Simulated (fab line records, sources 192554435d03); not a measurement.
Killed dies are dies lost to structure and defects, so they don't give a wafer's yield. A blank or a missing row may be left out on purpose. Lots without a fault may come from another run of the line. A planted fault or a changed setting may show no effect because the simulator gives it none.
Chamber matching | flow n5_finfet | N5_PMOS_HMC_CHANNEL_EPI_CMP_21 on cmp-02: 4 sister chambers
The step polishes SiGe30, target thk 54 nm. 4 wafers are shown with their chamber, then 12 later ones without.

WAFERS WITH THEIR CHAMBER
wafer  | chamber | motor_current_A (A)
L082.3 | 1       | 12.9
L087.1 | 3       | 10.2
L087.2 | 2       | 14.0
L087.4 | 0       | 12.2

WAFERS WITHOUT THEIR CHAMBER
wafer  | motor_current_A (A)
L089.1 | 12.7
L089.4 | 10.0
L089.6 | 10.1
L090.1 | 12.3
L090.3 | 10.6
L090.5 | 10.1
L091.2 | 14.4
L091.4 | 12.0
L091.6 | 11.7
L097.3 | 13.7
L097.5 | 11.8
L097.6 | 10.2

WHICH CHAMBER EACH WENT THROUGH
wafer  | from the rows above     | in truth
L089.1 | can't be placed: 1 or 0 | 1
L089.4 | 3                       | 3
L089.6 | 3                       | 3
L090.1 | can't be placed: 0 or 1 | 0
L090.3 | 3                       | 3
L090.5 | 3                       | 3
L091.2 | 2                       | 2
L091.4 | 0                       | 0
L091.6 | 0                       | 0
L097.3 | can't be placed: 2 or 1 | 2
L097.5 | 0                       | 0
L097.6 | 3                       | 3
Placed correctly: 9 of 12. Can't be placed from these rows: 3 (the true chamber is among the candidates in 3). Placed wrongly: 0.
How it was worked out, from the rows above alone: a wafer's distance from a chamber is the root of the sum, over the readings, of the square of ((its reading less the chamber's mean) divided by the reading's scatter). The wafer belongs to the nearest chamber; if the next one is less than 2 further off, it can't be placed. A chamber's mean is the mean of its shown wafers. The scatter: with one shown wafer a chamber, the root of the mean of the squares of how far each hidden wafer lies from its nearest shown one.
